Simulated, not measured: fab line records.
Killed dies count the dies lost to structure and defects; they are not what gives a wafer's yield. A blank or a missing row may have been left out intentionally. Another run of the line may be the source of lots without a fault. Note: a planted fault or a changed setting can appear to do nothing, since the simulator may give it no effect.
Split-lot study :: flow n5_finfet :: 39 wafers read from 7 lots, route of 1938 steps

ABOUT THE SPLIT
At N5_PASSIVATION_ETCH_59 (etches TaN in Cl2/BCl3, target depth 65 nm, time 34.9 s), the setting time_s was moved away from the recipe's 34.9 s on 12 of the 39 wafers read, by -50.9% to +32.6%. This setting was run at the recipe's value on the other wafers.

Reading taken at the split's own step.

THE READING
etch.depth_nm (the simulator's own value, which no gauge read), in nm, at N5_PASSIVATION_ETCH_59 (etches TaN in Cl2/BCl3, target depth 65 nm, time 34.9 s). There is no usual value for it anywhere in the file. Average 65.54 nm, standard deviation 0.85 nm, over the 27 wafers here run with the recipe.

wafer: L074.1
tool, chamber at the split: rie_metal-03, 1
time_s as run, s: 17.12
against the recipe: -50.9%
etch.depth_nm, nm: 31.84
against lot-mates on the recipe: -33.59

wafer: L074.2
tool, chamber at the split: rie_metal-03, 0
time_s as run, s: 34.9
against the recipe: recipe
etch.depth_nm, nm: 65.31
against lot-mates on the recipe: -

wafer: L074.3
tool, chamber at the split: rie_metal-03, 1
time_s as run, s: 34.9
against the recipe: recipe
etch.depth_nm, nm: 65.06
against lot-mates on the recipe: -

wafer: L074.4
tool, chamber at the split: rie_metal-03, 0
time_s as run, s: 17.12
against the recipe: -50.9%
etch.depth_nm, nm: 31.94
against lot-mates on the recipe: -33.49

wafer: L074.5
tool, chamber at the split: rie_metal-03, 0
time_s as run, s: 34.9
against the recipe: recipe
etch.depth_nm, nm: 65.91
against lot-mates on the recipe: -

wafer: L074.6
tool, chamber at the split: rie_metal-03, 1
time_s as run, s: 17.12
against the recipe: -50.9%
etch.depth_nm, nm: 32.11
against lot-mates on the recipe: -33.32

wafer: L077.2
tool, chamber at the split: rie_metal-01, 1
time_s as run, s: 34.9
against the recipe: recipe
etch.depth_nm, nm: 66.52
against lot-mates on the recipe: -

wafer: L077.4
tool, chamber at the split: rie_metal-01, 1
time_s as run, s: 34.9
against the recipe: recipe
etch.depth_nm, nm: 66.31
against lot-mates on the recipe: -

wafer: L077.5
tool, chamber at the split: rie_metal-01, 0
time_s as run, s: 34.9
against the recipe: recipe
etch.depth_nm, nm: 64.57
against lot-mates on the recipe: -

wafer: L078.1
tool, chamber at the split: rie_metal-03, 0
time_s as run, s: 34.9
against the recipe: recipe
etch.depth_nm, nm: 66.13
against lot-mates on the recipe: -

wafer: L078.2
tool, chamber at the split: rie_metal-03, 1
time_s as run, s: 34.9
against the recipe: recipe
etch.depth_nm, nm: 65.21
against lot-mates on the recipe: -

wafer: L078.3
tool, chamber at the split: rie_metal-03, 0
time_s as run, s: 34.9
against the recipe: recipe
etch.depth_nm, nm: 66.48
against lot-mates on the recipe: -

wafer: L078.4
tool, chamber at the split: rie_metal-03, 1
time_s as run, s: 34.9
against the recipe: recipe
etch.depth_nm, nm: 65.83
against lot-mates on the recipe: -

wafer: L078.5
tool, chamber at the split: rie_metal-03, 1
time_s as run, s: 34.9
against the recipe: recipe
etch.depth_nm, nm: 65.06
against lot-mates on the recipe: -

wafer: L078.6
tool, chamber at the split: rie_metal-03, 0
time_s as run, s: 34.9
against the recipe: recipe
etch.depth_nm, nm: 65.81
against lot-mates on the recipe: -

wafer: L081.1
tool, chamber at the split: rie_metal-01, 0
time_s as run, s: 34.9
against the recipe: recipe
etch.depth_nm, nm: 65.42
against lot-mates on the recipe: -

wafer: L081.2
tool, chamber at the split: rie_metal-01, 1
time_s as run, s: 34.9
against the recipe: recipe
etch.depth_nm, nm: 67.1
against lot-mates on the recipe: -

wafer: L081.3
tool, chamber at the split: rie_metal-01, 1
time_s as run, s: 24.86
against the recipe: -28.8%
etch.depth_nm, nm: 47.99
against lot-mates on the recipe: -17.76

wafer: L081.4
tool, chamber at the split: rie_metal-01, 0
time_s as run, s: 24.86
against the recipe: -28.8%
etch.depth_nm, nm: 46.43
against lot-mates on the recipe: -19.32

wafer: L081.5
tool, chamber at the split: rie_metal-01, 1
time_s as run, s: 24.86
against the recipe: -28.8%
etch.depth_nm, nm: 48.13
against lot-mates on the recipe: -17.62

wafer: L081.6
tool, chamber at the split: rie_metal-01, 0
time_s as run, s: 34.9
against the recipe: recipe
etch.depth_nm, nm: 64.73
against lot-mates on the recipe: -

wafer: L087.1
tool, chamber at the split: rie_metal-02, 0
time_s as run, s: 34.9
against the recipe: recipe
etch.depth_nm, nm: 65.63
against lot-mates on the recipe: -

wafer: L087.2
tool, chamber at the split: rie_metal-02, 1
time_s as run, s: 34.9
against the recipe: recipe
etch.depth_nm, nm: 66.21
against lot-mates on the recipe: -

wafer: L087.3
tool, chamber at the split: rie_metal-02, 0
time_s as run, s: 34.9
against the recipe: recipe
etch.depth_nm, nm: 64.55
against lot-mates on the recipe: -

wafer: L087.4
tool, chamber at the split: rie_metal-02, 1
time_s as run, s: 46.28
against the recipe: +32.6%
etch.depth_nm, nm: 88.42
against lot-mates on the recipe: +22.96

wafer: L087.5
tool, chamber at the split: rie_metal-02, 0
time_s as run, s: 46.28
against the recipe: +32.6%
etch.depth_nm, nm: 85.98
against lot-mates on the recipe: +20.52

wafer: L087.6
tool, chamber at the split: rie_metal-02, 1
time_s as run, s: 46.28
against the recipe: +32.6%
etch.depth_nm, nm: 88.31
against lot-mates on the recipe: +22.85

wafer: L091.1
tool, chamber at the split: rie_metal-03, 1
time_s as run, s: 26.42
against the recipe: -24.3%
etch.depth_nm, nm: 48.98
against lot-mates on the recipe: -16.11

wafer: L091.2
tool, chamber at the split: rie_metal-03, 0
time_s as run, s: 26.42
against the recipe: -24.3%
etch.depth_nm, nm: 50.03
against lot-mates on the recipe: -15.06

wafer: L091.3
tool, chamber at the split: rie_metal-03, 0
time_s as run, s: 26.42
against the recipe: -24.3%
etch.depth_nm, nm: 50.17
against lot-mates on the recipe: -14.92

wafer: L091.4
tool, chamber at the split: rie_metal-03, 1
time_s as run, s: 34.9
against the recipe: recipe
etch.depth_nm, nm: 64.68
against lot-mates on the recipe: -

wafer: L091.5
tool, chamber at the split: rie_metal-03, 0
time_s as run, s: 34.9
against the recipe: recipe
etch.depth_nm, nm: 65.44
against lot-mates on the recipe: -

wafer: L091.6
tool, chamber at the split: rie_metal-03, 1
time_s as run, s: 34.9
against the recipe: recipe
etch.depth_nm, nm: 65.14
against lot-mates on the recipe: -

wafer: L095.1
tool, chamber at the split: rie_metal-01, 1
time_s as run, s: 34.9
against the recipe: recipe
etch.depth_nm, nm: 66.78
against lot-mates on the recipe: -

wafer: L095.2
tool, chamber at the split: rie_metal-01, 0
time_s as run, s: 34.9
against the recipe: recipe
etch.depth_nm, nm: 64.16
against lot-mates on the recipe: -

wafer: L095.3
tool, chamber at the split: rie_metal-01, 1
time_s as run, s: 34.9
against the recipe: recipe
etch.depth_nm, nm: 66.71
against lot-mates on the recipe: -

wafer: L095.4
tool, chamber at the split: rie_metal-01, 0
time_s as run, s: 34.9
against the recipe: recipe
etch.depth_nm, nm: 64.17
against lot-mates on the recipe: -

wafer: L095.5
tool, chamber at the split: rie_metal-01, 0
time_s as run, s: 34.9
against the recipe: recipe
etch.depth_nm, nm: 64.28
against lot-mates on the recipe: -

wafer: L095.6
tool, chamber at the split: rie_metal-01, 1
time_s as run, s: 34.9
against the recipe: recipe
etch.depth_nm, nm: 66.51
against lot-mates on the recipe: -

THE FIT
A straight line over all 39 wafers: etch.depth_nm changes by +0.658 nm for each +1% of time_s; r = +1.00; the points scatter about the line by 0.88 nm.
The same after taking each lot's own level away (the mean of its wafers on the recipe; 39 wafers): +0.657 nm for each +1%; r = +1.00; scatter 0.86 nm.
On that fit, the largest move of time_s shifts the reading by 33 nm.
From 65.087 to 65.800 nm: that is the span of the lots' own levels, equal to 0.8 times the standard deviation above.
So the lot-to-lot level changes the slope little: the two slopes agree.
Check: -33.3 nm against its lot-mates is what the line predicts for one of the wafers moved furthest among these (-50.9%) when that wafer is left out of the fit. It came out at -33.6 nm against them.

FILE'S OWN FIT
etch.depth_nm changes by +0.655 nm for each +1% of time_s, r = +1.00.
